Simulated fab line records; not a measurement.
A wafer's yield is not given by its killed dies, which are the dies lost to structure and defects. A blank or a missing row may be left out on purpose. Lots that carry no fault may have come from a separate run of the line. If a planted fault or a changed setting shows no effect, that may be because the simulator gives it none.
Matching of chambers | flow nandHarc | rieDiel-09 running NHARC_A_BONDPAD_DESCUM_11: 4 sister chambers
The step chemistry O2, time 3 s. 4 wafers are shown with their chamber, then 7 later ones without.

== WAFERS WITH THEIR CHAMBER ==
wafer  | chamber | showerheadPlenumPTorr (Torr)
L344.3 | 2       | 1.85
L344.5 | 1       | 1.87
L347.2 | 0       | 2.01
L347.3 | 3       | 1.90

== WAFERS WITH NO CHAMBER GIVEN ==
wafer  | showerheadPlenumPTorr (Torr)
L347.5 | 1.90
L353.3 | 1.87
L353.5 | 2.01
L353.6 | 1.89
L358.1 | 1.85
L358.2 | 1.89
L358.6 | 1.87

== CHAMBER TAKEN BY EACH ==
wafer  | from the rows above     | in truth
L347.5 | 3                       | 3
L353.3 | 1                       | 1
L353.5 | 0                       | 0
L353.6 | can't be placed: 3 or 1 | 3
L358.1 | 2                       | 2
L358.2 | can't be placed: 3 or 1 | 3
L358.6 | 1                       | 1
Correct placement for 5 of the 7. Not placeable from these rows: 2 (in 2, the candidates include the true chamber). Placed wrongly: 0.
How it was worked out, from the rows above alone: a wafer's distance from a chamber is the root of the sum, over the readings, of the square of ((its reading less the chamber's mean) divided by the reading's scatter). The wafer belongs to the nearest chamber; if the next one is less than 2 further off, it can't be placed. For every chamber, the mean is computed from those of its wafers that are shown. The scatter: with one shown wafer a chamber, the root of the mean of the squares of how far each hidden wafer lies from its nearest shown one.
